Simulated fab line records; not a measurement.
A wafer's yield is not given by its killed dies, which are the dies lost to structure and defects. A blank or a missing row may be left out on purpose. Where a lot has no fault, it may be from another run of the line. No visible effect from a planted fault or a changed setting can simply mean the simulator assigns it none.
Split-lot trial | flow n5-finfet | on a route of 1938 steps: 7 lots, 21 wafers read

ABOUT THE SPLIT
At N5_BEOL_M11_DEP_56 (deposits SiCN from 3MS/NH3, target thk 30 nm, time 10.5 s), the setting time-s was moved away from the recipe's 10.5 s on 6 of the 21 wafers read, by -11.4% to +4.5%. All remaining wafers had this setting at the recipe value.

The reading comes from the split's own step.

THE READING
SiCN_of_BEOL_M11_DEP_56.thk-nm (the simulator's own value, which no gauge read), in nm, at N5_BEOL_M11_DEP_56 (deposits SiCN from 3MS/NH3, target thk 30 nm, time 10.5 s). The file gives no usual value for it. The 15 wafers here that ran the recipe average 29.7 nm, standard deviation 0.61 nm.

wafer  | tool, chamber at the split | time-s as run, s | against the recipe | SiCN_of_BEOL_M11_DEP_56.thk-nm, nm | against lot-mates on the recipe
L079.4 | pecvd-02, 0                | 10.5             | recipe             | 30.6                               | -
L079.5 | pecvd-02, 1                | 10.5             | recipe             | 30.8                               | -
L079.6 | pecvd-02, 2                | 10.5             | recipe             | 30.2                               | -
L089.1 | pecvd-04, 0,1              | 10.5             | recipe             | 29.4                               | -
L089.3 | pecvd-04, 0,1              | 10.5             | recipe             | 29.4                               | -
L089.2 | pecvd-04, 2                | 10.5             | recipe             | 29                                 | -
L090.1 | pecvd-04, 1                | 10.5             | recipe             | 29.2                               | -
L090.2 | pecvd-04, 0                | 10.5             | recipe             | 29                                 | -
L090.3 | pecvd-04, 2                | 10.5             | recipe             | 28.6                               | -
L091.2 | pecvd-01, 0                | 10.5             | recipe             | 29.8                               | -
L091.4 | pecvd-01, 0,1              | 10.5             | recipe             | 30                                 | -
L091.6 | pecvd-01, 0,1              | 10.5             | recipe             | 30                                 | -
L092.1 | pecvd-02, 0,1              | 10.97            | +4.5%              | 31                                 | +0.6
L092.2 | pecvd-02, 0,1              | 10.97            | +4.5%              | 31                                 | +0.6
L092.4 | pecvd-02, 1                | 10.5             | recipe             | 30.4                               | -
L093.3 | pecvd-02, 2                | 9.91             | -5.6%              | 27.6                               | -2.0
L093.5 | pecvd-02, 0                | 9.91             | -5.6%              | 28.4                               | -1.2
L093.6 | pecvd-02, 2                | 10.5             | recipe             | 29.6                               | -
L095.2 | pecvd-04, 1                | 10.5             | recipe             | 29.6                               | -
L095.3 | pecvd-04, 0                | 9.303            | -11.4%             | 26.4                               | -3.2
L095.4 | pecvd-04, 2                | 9.303            | -11.4%             | 26.6                               | -3.0
When a row names more than one chamber, that row covers several wafers, and the file does not tell which wafer ran in which chamber.

THE FIT
A straight line over all 21 wafers: SiCN_of_BEOL_M11_DEP_56.thk-nm changes by +0.286 nm for each +1% of time-s; r = +0.91; the points scatter about the line by 0.56 nm.
The same after taking each lot's own level away (the mean of its wafers on the recipe; 21 wafers): +0.253 nm for each +1%; r = +0.97; scatter 0.27 nm.
On that fit, the largest move of time-s shifts the reading by 2.9 nm.
Across the lots, their own levels run from 28.93 to 30.53 nm, a range of 2.6 times the standard deviation given above.
Hence the slope depends on the lot-to-lot level, as the two fits are not the same.
Check: for one of the wafers moved furthest among these (-11.4%), held out of the fit, the line's prediction against its lot-mates is -2.84 nm. Against them it came out at -3.2 nm.

OTHER SPLITS APPLIED TO THESE WAFERS
These wafers also went through other splits before the reading. Each is held against what the fit with the lots' levels taken away leaves over:
other split on the same wafers | wafers away from the commonest value | r with SiCN_of_BEOL_M11_DEP_56.thk-nm (lot level and that fit taken away)
N5_BEOL_M8_DESCUM_33 time-s    | 6                                    | +0.19
N5_BEOL_M9_DESCUM_16 time-s    | 11                                   | -0.26
N5_BEOL_M10_COAT_63 spin-rpm   | 5                                    | +0.10
N5_BEOL_M10_COAT_64 spin-rpm   | 5                                    | +0.07

FILE'S OWN FIT
SiCN_of_BEOL_M11_DEP_56.thk-nm changes by +0.259 nm for each +1% of time-s, r = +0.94.
